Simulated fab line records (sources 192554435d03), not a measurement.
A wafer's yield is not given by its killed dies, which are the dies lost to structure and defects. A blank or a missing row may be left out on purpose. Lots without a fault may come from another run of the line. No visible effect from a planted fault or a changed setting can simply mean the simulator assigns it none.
fab line records    flow n5Finfet
[record] lots = 7  wafers = 21  lastDay = 17
route steps=1938 shown BEOL_M6@1261 BEOL_M7@1263
lots with no fault: from the same line, run without faults
startH: the number of hours between the record's first day and the start of the first shown wafer of the lot    waitH: how many hours have passed since the lot's step before this one    " as in the row above    L1.1+2: a single row standing in for several wafers    - no value, or no start given    * or withheld: withheld    < > ~ a bound
route shown NAME@n: NAME is a module with steps in the file, n the number in the route of the first one    usual: the fault-free wafers' mean and standard deviation    same: alike in all rows    chamber/n: place in a boat    sites: the reading at each site    _std_site: how widely they spread, as a standard deviation    _edge_site: mean of outer sites minus mean of inner sites    radiusMm: how far each site lies from the wafer's centre    mask NAME#n: copy n    behind: the most recent tool/chamber to have shaped the wafer    hold: why the lot went on hold/how many hours it stayed there/how the hold came to an end    device: the transistor (n, p or np) that didn't switch    end of line: the tests these same wafers got at the end of their route    a step given without rows: its recipe and nothing more    killed: dies lost to structure and defects at the first sort, not the wafer's yield    map: a wafer's dies, marking killed ones x, the rest . and places with no die _
set.NAME: the setting the step ran with; set.NAME@STEP: the setting that earlier step ran with    model.NAME: the simulator's own value behind a step, which no gauge read
lots seen at some steps along the route; tables by step, rows by wafer
services: a tool's chamber out of use, with start hour (startH, from the record's first day; less than 0 if before it), hours out, and reason
[[steps]]
[step N5_BEOL_M6_RS_MEAS_57]
[recipe] thkMeasGauge = four-point-probe  reads = Cu_of_BEOL_M6_ECD_50+Co_of_BEOL_M6_CVD_78+TaN_of_BEOL_M6_ALD_77
[usual] M6_RS = 0.288/0.0066
lot.wafer  tool          chamber  startH  waitH  M6_RS[ohm/sq]
L851.1     filmMetro-01  -        198.33  0.1    0.295
L851.4     "             -        "       "      0.287
L851.6     "             -        "       "      0.297
L861.2     filmMetro-02  -        248.00  0.1    0.288
L861.3     "             -        "       "      0.286
L861.6     "             -        "       "      0.284
L863.1     filmMetro-02  -        265.07  0.1    0.295
L863.2     "             -        "       "      0.278
L863.5     "             -        "       "      0.292
L862.1     filmMetro-02  -        268.41  0.1    0.274
L862.2     "             -        "       "      0.280
L862.3     "             -        "       "      0.288
L869.1     filmMetro-01  -        301.17  0.1    0.287
L869.3     "             -        "       "      0.287
L869.5     "             -        "       "      0.289
L872.3     filmMetro-01  -        314.39  0.1    0.288
L872.4     "             -        "       "      0.286
L872.5     "             -        "       "      0.280
L873.1     filmMetro-01  -        330.06  0.1    0.290
L873.4     "             -        "       "      0.297
L873.6     "             -        "       "      0.290
[step N5_BEOL_M6_INSPECT_58]
[recipe] inspectInstrument = darkfield  mode = postDep
[usual] rawDefectCount = 69/23
lot.wafer  tool              chamber  startH  waitH  rawDefectCount
L851.1     defectInspect-01  -        198.36  0.0    54
L851.4     "                 -        "       "      45
L851.6     "                 -        "       "      70
L861.2     defectInspect-02  -        248.03  0.0    43
L861.3     "                 -        "       "      50
L861.6     "                 -        "       "      41
L863.1     defectInspect-01  -        265.09  0.0    59
L863.2     "                 -        "       "      73
L863.5     "                 -        "       "      105
L862.1     defectInspect-01  -        268.43  0.0    74
L862.2     "                 -        "       "      125
L862.3     "                 -        "       "      51
L869.1     defectInspect-01  -        301.20  0.0    66
L869.3     "                 -        "       "      65
L869.5     "                 -        "       "      57
L872.3     defectInspect-02  -        314.42  0.0    72
L872.4     "                 -        "       "      45
L872.5     "                 -        "       "      83
L873.1     defectInspect-01  -        330.08  0.0    69
L873.4     "                 -        "       "      117
L873.6     "                 -        "       "      78
[step N5_BEOL_M7_ILD_DEP_00]
[recipe] material = SiCOH_lowk  targetThkA = 1797.5  tempC = 300  precursor = DEMS/porogen  pressureTorr = 5  rfW = 500  timeS = 33.4
[usual] heaterPowerW = 332/59  rfFwdPowerW = 495.4/2.3  showerheadPlenumPTorr = 5.743/0.016  throttleValvePct = 13.9/0.57
lot.wafer  tool      chamber  startH  waitH  heaterPowerW  rfFwdPowerW  showerheadPlenumPTorr  throttleValvePct
L851.1     pecvd-04  1        198.40  0.0    451           496.3        5.740                  14.0
L851.4     "         1        "       "      449           497.0        5.739                  13.9
L851.6     "         0        "       "      384           498.6        5.757                  14.0
L861.2     pecvd-03  0        248.06  0.0    270           497.2        5.735                  13.6
L861.3     "         2        "       "      279           491.7        5.724                  13.1
L861.6     "         0        "       "      278           499.5        5.741                  13.6
L863.1     pecvd-01  2        265.13  0.0    360           497.0        5.704                  12.8
L863.2     "         0        "       "      352           491.9        5.774                  14.0
L863.5     "         0        "       "      358           492.4        5.747                  13.8
L862.1     pecvd-04  2        268.47  0.0    319           494.5        5.730                  13.7
L862.2     "         1        "       "      450           497.7        5.746                  14.1
L862.3     "         0        "       "      344           499.7        5.771                  14.3
L869.1     pecvd-03  1        301.23  0.0    312           493.7        5.732                  14.4
L869.3     "         0        "       "      275           496.7        5.752                  13.6
L869.5     "         1        "       "      324           493.3        5.741                  13.6
L872.3     pecvd-01  0        314.45  0.0    341           497.0        5.749                  13.9
L872.4     "         0        "       "      350           497.7        5.758                  13.8
L872.5     "         1        "       "      303           491.1        5.750                  13.2
L873.1     pecvd-01  0        330.12  0.0    315           495.2        5.764                  14.1
L873.4     "         0        "       "      316           495.3        5.758                  13.8
L873.6     "         2        "       "      321           495.1        5.718                  12.7
[step N5_BEOL_M7_CURE_74]
[recipe] tempC = 385  timeS = 240  ambient = He/Ar  material = SiCOH_lowk
[usual] lampPowerPct = 52.32/0.054  wafer_temp_C_max = 386.9/0.58
lot.wafer  tool       chamber  startH  waitH  lampPowerPct  wafer_temp_C_max
L851.1     uvCure-02  0        198.66  0.2    52.24         387.5
L851.4     "          0        "       "      52.31         387.2
L851.6     "          0        "       "      52.30         386.8
L861.2     uvCure-01  0        248.21  0.1    52.30         385.8
L861.3     "          0        "       "      52.33         386.2
L861.6     "          0        "       "      52.33         386.0
L863.1     uvCure-02  2        265.19  0.0    52.26         385.9
L863.2     "          2        "       "      52.28         386.0
L863.5     "          2        "       "      52.24         386.8
L862.1     uvCure-01  0        268.53  0.0    52.32         386.0
L862.2     "          0        "       "      52.31         386.4
L862.3     "          0        "       "      52.31         386.4
L869.1     uvCure-02  0        301.30  0.0    52.36         387.3
L869.3     "          0        "       "      52.32         387.9
L869.5     "          0        "       "      52.33         386.9
L872.3     uvCure-03  2        314.68  0.2    52.34         387.5
L872.4     "          2        "       "      52.40         386.6
L872.5     "          2        "       "      52.34         387.7
L873.1     uvCure-03  1        330.18  0.0    52.30         387.1
L873.4     "          1        "       "      52.33         387.3
L873.6     "          1        "       "      52.25         387.1
[step N5_BEOL_M7_THK_MEAS_01]
[recipe] reads = SiCOH_lowk_of_BEOL_M7_ILD_DEP_00
[usual] M7_ILD_THK = 155.1/1.9
lot.wafer  tool          chamber  startH  waitH  M7_ILD_THK[nm]
L851.1     filmMetro-01  -        199.17  0.4    155.0
L851.4     "             -        "       "      157.4
L851.6     "             -        "       "      157.7
L861.2     filmMetro-02  -        248.64  0.4    156.1
L861.3     "             -        "       "      154.9
L861.6     "             -        "       "      158.8
L863.1     filmMetro-02  -        265.71  0.4    153.1
L863.2     "             -        "       "      152.7
L863.5     "             -        "       "      155.5
L862.1     filmMetro-02  -        269.05  0.4    154.1
L862.2     "             -        "       "      154.4
L862.3     "             -        "       "      154.1
L869.1     filmMetro-01  -        302.29  0.8    155.3
L869.3     "             -        "       "      154.5
L869.5     "             -        "       "      157.6
L872.3     filmMetro-01  -        315.03  0.3    152.0
L872.4     "             -        "       "      153.6
L872.5     "             -        "       "      154.6
L873.1     filmMetro-01  -        330.70  0.4    150.3
L873.4     "             -        "       "      153.5
L873.6     "             -        "       "      154.4
[step N5_BEOL_M7_PECVD_70]
[recipe] material = SiO2  targetThkA = 200  tempC = 400  precursor = TEOS/O2  pressureTorr = 5.5  rfW = 450  teosFlowSccm = 53.8  gas = O2  flowSccm = 3000  timeS = 22.7
[usual] heaterPowerW = 732/93  rfFwdPowerW = 444.5/2  showerheadPlenumPTorr = 8.78/0.063  throttleValvePct = 22.2/0.87
lot.wafer  tool      chamber  startH  waitH  heaterPowerW  rfFwdPowerW  showerheadPlenumPTorr  throttleValvePct
L851.1     pecvd-03  1        199.21  0.0    747           445.4        8.78                   22.3
L851.4     "         2        "       "      662           441.9        8.76                   21.4
L851.6     "         0        "       "      654           447.3        8.82                   21.8
L861.2     pecvd-03  1        248.68  0.0    725           444.3        8.79                   22.3
L861.3     "         0        "       "      692           445.6        8.79                   21.9
L861.6     "         0        "       "      690           446.4        8.78                   21.9
L863.1     pecvd-03  2        265.74  0.0    626           443.5        8.77                   21.5
L863.2     "         1        "       "      738           444.6        8.78                   22.7
L863.5     "         1        "       "      756           445.8        8.82                   22.9
L862.1     pecvd-03  2        269.08  0.0    651           441.2        8.75                   21.7
L862.2     "         0        "       "      613           442.9        8.80                   21.8
L862.3     "         1        "       "      727           444.0        8.78                   22.8
L869.1     pecvd-04  2        302.33  0.0    781           447.5        8.71                   22.2
L869.3     "         0        "       "      821           447.4        8.87                   23.8
L869.5     "         0        "       "      796           444.0        8.89                   23.7
L872.3     pecvd-01  0        315.07  0.0    827           444.2        8.86                   22.7
L872.4     "         2        "       "      759           444.7        8.62                   20.6
L872.5     "         1        "       "      667           439.3        8.78                   21.6
L873.1     pecvd-01  0        330.73  0.0    771           443.8        8.86                   22.4
L873.4     "         2        "       "      808           444.1        8.62                   20.9
L873.6     "         0        "       "      781           444.6        8.88                   22.4
[step N5_BEOL_M7_HM_DEP_02]
[recipe] material = TiN  targetThkA = 200  tempC = 25  chamberPressurePa = 0.49996
[usual] throttleValvePct = 29.6/1.5
lot.wafer  tool           chamber  startH  waitH  throttleValvePct
L851.1     pvdSputter-01  -        200.46  1.2    26.5
L851.4     "              -        "       "      29.6
L851.6     "              -        "       "      27.7
L861.2     pvdSputter-02  -        248.83  0.1    30.7
L861.3     "              -        "       "      30.4
L861.6     "              -        "       "      30.6
L863.1     pvdSputter-03  -        267.70  1.9    29.2
L863.2     "              -        "       "      31.2
L863.5     "              -        "       "      31.1
L862.1     pvdSputter-03  -        271.16  2.1    30.4
L862.2     "              -        "       "      31.5
L862.3     "              -        "       "      29.1
L869.1     pvdSputter-03  -        304.53  2.2    30.9
L869.3     "              -        "       "      30.6
L869.5     "              -        "       "      31.4
L872.3     pvdSputter-03  -        315.31  0.2    31.3
L872.4     "              -        "       "      30.4
L872.5     "              -        "       "      29.1
L873.1     pvdSputter-02  -        331.72  1.0    31.0
L873.4     "              -        "       "      30.8
L873.6     "              -        "       "      30.8
[step N5_BEOL_M7_COAT_59]
[recipe] resist = SOC  tempC = 250  timeS = 60  spinRpm = 1500  resistThkNm = 100
[step N5_BEOL_M7_COAT_60]
[recipe] resist = SiARC  tempC = 220  timeS = 60  spinRpm = 1500  resistThkNm = 35
[step N5_BEOL_M7_COAT_05]
[recipe] resist = CAR-ArF  spinRpm = 1500  resistThkNm = 90
[step N5_BEOL_M7_EBR_07]
[recipe] solvent = PGMEA  ebrWidthMm = 1.5
[step N5_BEOL_M7_SOFTBAKE_06]
[recipe] tempC = 110  timeS = 60  resist = CAR-ArF
[step N5_BEOL_M7_EXPOSE_08]
[recipe] maskId = M7  na = 1.35  sourceShape = dipole  sigmaInner = 0.817  sigmaOuter = 0.97  polarization = te  doseMj = 68.25
[usual] dipoleOpeningDeg = 35/0  exposureDoseMJCm2 = 68.23/0.067  stageVelMmS = 500.01/0.24
lot.wafer  tool            chamber  startH  waitH  mask  dipoleOpeningDeg  exposureDoseMJCm2  stageVelMmS
L851.1     arfiScanner-01  0        200.83  -      M7#0  35                68.39              500.17
L851.4     "               0        "       "      M7#0  35                68.20              500.10
L851.6     "               0        "       "      M7#0  35                68.30              500.01
L861.2     arfiScanner-01  -        249.20  -      M7#0  -                 -                  -
L861.3     "               -        "       "      M7#0  -                 -                  -
L861.6     "               -        "       "      M7#0  -                 -                  -
L863.1     arfiScanner-01  -        267.94  -      M7#0  -                 -                  -
L863.2     "               -        "       "      M7#0  -                 -                  -
L863.5     "               -        "       "      M7#0  -                 -                  -
L862.1     arfiScanner-03  -        271.53  -      M7#0  -                 -                  -
L862.2     "               -        "       "      M7#0  -                 -                  -
L862.3     "               -        "       "      M7#0  -                 -                  -
L869.1     arfiScanner-03  0        304.90  -      M7#0  35                68.27              499.96
L869.3     "               0        "       "      M7#0  35                68.21              500.47
L869.5     "               0        "       "      M7#0  35                68.25              500.15
L872.3     arfiScanner-01  0        315.69  -      M7#0  35                68.16              500.06
L872.4     "               0        "       "      M7#0  35                68.21              500.07
L872.5     "               0        "       "      M7#0  35                68.26              499.87
L873.1     arfiScanner-03  0        332.11  -      M7#0  35                68.21              499.90
L873.4     "               0        "       "      M7#0  35                68.13              500.15
L873.6     "               0        "       "      M7#0  35                68.28              499.97
[step N5_BEOL_M7_PEB_09]
[recipe] pebTempC = withheld  pebTimeS = 60  resist = CAR-ArF
[[services]]
tool            chamber  startH  hours  kind
arfiScanner-01  -        178.40  1.3    pm
arfiScanner-03  -        180.83  1.0    pm
pecvd-03        2        190.05  6.5    repair
pecvd-01        -        195.64  14.6   pm
uvCure-01       -        197.61  3.6    repair
arfiScanner-03  -        207.14  0.7    repair
pecvd-01        2        213.94  2.1    scheduledDown
arfiScanner-03  -        227.72  0.8    pm
uvCure-03       -        227.81  2.1    pm
pecvd-03        0        231.60  8.4    repair
arfiScanner-01  -        238.05  4.8    repair
arfiScanner-03  -        248.85  1.3    pm
uvCure-03       -        251.03  7.5    pm
arfiScanner-01  0        262.51  -      calibration
uvCure-02       -        266.72  0.4    repair
pecvd-01        0        267.79  6.9    repair
uvCure-01       -        272.53  0.3    repair
arfiScanner-03  -        273.69  4.8    pm
arfiScanner-01  -        285.51  3.9    pm
arfiScanner-03  -        303.09  1.0    repair
arfiScanner-01  -        304.10  1.3    pm
arfiScanner-01  -        305.40  1.0    pm
arfiScanner-01  -        321.97  0.8    pm
pecvd-03        -        329.01  2.8    pm
[[key]]
[firstSign] step = N5_BEOL_M7_EXPOSE_08  reading = toolRecord  direction = missing
effect none on later readings
metAt N5_BEOL_M7_EXPOSE_08
struckWafers L861.2,L861.3,L861.6,L862.1,L862.2,L862.3,L863.1,L863.2,L863.5
laterRowsLeftOut L861.2,L861.3,L861.6,L862.1,L862.2,L862.3,L863.1,L863.2,L863.5
sortLeftOut L861.2,L861.3,L861.6,L862.1,L862.2,L862.3,L863.1,L863.2,L863.5
onsetBetween 200.83 249.20
[fault] kind = skippedStepWhole  tool = arfiScanner-01,arfiScanner-03  chamber = -  onsetH = 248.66  steps = N5_BEOL_M7_EXPOSE_08  scope = struckLotsOnly
// sortLeftOut: the simulated sort isn't trusted on such a fault, so these wafers' sort isn't shown, and their yield isn't known
// laterRowsLeftOut: the simulator's readings of these wafers behind a module that went badly wrong aren't trusted and aren't shown, but for the sort
